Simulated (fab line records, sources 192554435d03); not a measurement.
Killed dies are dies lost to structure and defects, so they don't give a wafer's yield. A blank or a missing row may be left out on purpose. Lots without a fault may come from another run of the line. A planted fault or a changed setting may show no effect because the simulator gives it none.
Chamber matching | flow n5_finfet | N5_BEOL_M1_STRIP_36 on rie_diel-01: 4 sister chambers
The step strips in N2/H2. 4 wafers are shown with their chamber, then 7 later ones without.

WAFERS WITH THEIR CHAMBER
wafer  | chamber | drypump_motor_current_A (A)
L080.2 | 1       | 5.9
L082.1 | 0       | 5.1
L082.6 | 3       | 6.2
L084.5 | 2       | 5.6

WAFERS WITHOUT THEIR CHAMBER
wafer  | drypump_motor_current_A (A)
L084.6 | 6.2
L087.1 | 6.2
L087.3 | 5.6
L087.5 | 5.6
L095.1 | 6.2
L095.3 | 5.6
L095.6 | 6.3

WHICH CHAMBER EACH WENT THROUGH
wafer  | from the rows above | in truth
L084.6 | 3                   | 3
L087.1 | 3                   | 3
L087.3 | 2                   | 2
L087.5 | 2                   | 2
L095.1 | 3                   | 3
L095.3 | 2                   | 2
L095.6 | 3                   | 3
Placed correctly: 7 of 7. Can't be placed from these rows: 0. Placed wrongly: 0.
How it was worked out, from the rows above alone: a wafer's distance from a chamber is the root of the sum, over the readings, of the square of ((its reading less the chamber's mean) divided by the reading's scatter). The wafer belongs to the nearest chamber; if the next one is less than 2 further off, it can't be placed. A chamber's mean is the mean of its shown wafers. The scatter: with one shown wafer a chamber, the root of the mean of the squares of how far each hidden wafer lies from its nearest shown one.
